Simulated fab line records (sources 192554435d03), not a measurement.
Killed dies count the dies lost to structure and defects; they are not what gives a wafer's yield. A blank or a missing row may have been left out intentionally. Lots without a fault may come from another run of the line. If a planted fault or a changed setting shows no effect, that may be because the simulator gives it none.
A struck lot beside a sound one -- flow n5_finfet -- 15 steps out of a route of 1938
Sound: the wafers L484.1, L484.2, L484.4. Wafers struck: L492.3, L492.4, L492.6. The cause comes at the end.
For every step that has rows: the tool of each side, followed by ch and its chambers, followed by its first start. Under that, the readings that differ: sound wafers -- struck wafers -- difference of the means -- sigmas: that difference in standard deviations of wafers without a fault.
alike: a reading whose means differ by less than 2 such deviations, as well as words and numbers matching on both sides. not compared: withheld readings; readings where some wafer has no value; bounds like >300 that might hide an equal value; numbers whose values overlap and for which the record gives no deviation.
A row with sigmas, a row that says differs or no value, or rows on one side alone: a step with any of these is where the two part. Numbers that have no deviation but don't overlap get no sigmas and don't part them. Lack of a reading on every wafer of one side parts them only where that side has two or more wafers.

first, 1 step without rows for these wafers: N5_BEOL_M13_STRIP_70 (strips in C4F8/O2/Ar).
N5_BEOL_M13_OCD_MEAS_35:
  struck on ocd-02, day 15 23:13; sound on ocd-01, day 13 13:35
  alike: trench_depth_nm
then, 1 step without rows for these wafers: N5_BEOL_M13_STRIP_37 (strips in N2/H2).
N5_BEOL_M13_ETCH_38: etches SiCN in CF4/N2, target depth 67.5 nm, time 71.9 s.
  sound on rie_diel-03 ch 0,1,3, day 13 15:41; struck on rie_diel-04 ch 1,2,3, day 15 23:20
  alike: cf4_flow_sccm, drypump_motor_current_A, mfc_ar_sccm, oes_product_au, rf_vpp_V, showerhead_plenum_p_Torr, throttle_valve_pct
  not compared: rf_hours_counter_h
then, 2 steps without rows for these wafers: N5_BEOL_M13_PRECLEAN_39 (cleans in residue remover, time 60 s); N5_BEOL_M13_SRD_40 (time 30 s, dry time 30 s).
N5_BEOL_M13_DEGAS_41: time 60 s.
  struck on pvd_sputter-03, day 15 23:52; sound on pvd_sputter-01, day 13 16:09
  alike: heater_power_w
N5_BEOL_M13_PRE_CLEAN_42: time 30 s.
  struck on pvd_sputter-03, day 15 23:55; sound on pvd_sputter-01, day 13 16:11
  alike: heater_power_w
then, 1 step without rows for these wafers: N5_BEOL_M13_SPUTTER_43 (material TaN, target thk 15 nm, time 24.19 s).
N5_BEOL_M13_SPUTTER_44: material Ta, target thk 10 nm, time 16.13 s.
  struck on pvd_sputter-03, day 16 00:02; sound on pvd_sputter-01, day 13 16:19
  alike: throttle_valve_pct
N5_BEOL_M13_SPUTTER_45: material Cu, target thk 80 nm, time 13.33 s.
  struck on pvd_sputter-03, day 16 00:07; sound on pvd_sputter-01, day 13 16:23
  alike: throttle_valve_pct
then, 1 step without rows for these wafers: N5_BEOL_M13_ECD_47 (material Cu, target thk 936 nm).
N5_BEOL_M13_ANNEAL_48: time 90 s.
  struck on rtp_anneal-01, day 16 00:29; sound on rtp_anneal-02 ch 0, day 13 16:40
  no value came back on the struck wafers for anneal_temp_c (C), anneal_temp_c_max, time_s (s), wafer_temp_C_max; on the sound wafers anneal_temp_c (C) reads 225.11 225.00 224.89
then, 2 steps without rows for these wafers: N5_BEOL_M13_CMP_49 (polishes, stops on SiOC, t overpolish 17.1 s, target thk 420 nm); N5_PASSIVATION_PROBE_49.

WHERE THEY PART
Within this record, at N5_BEOL_M13_ANNEAL_48 only.

WHY: the cause the simulator had injected
Entire step skipped (rtp_anneal-01, N5_BEOL_M13_ANNEAL_48), from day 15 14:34 onward. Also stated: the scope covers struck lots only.
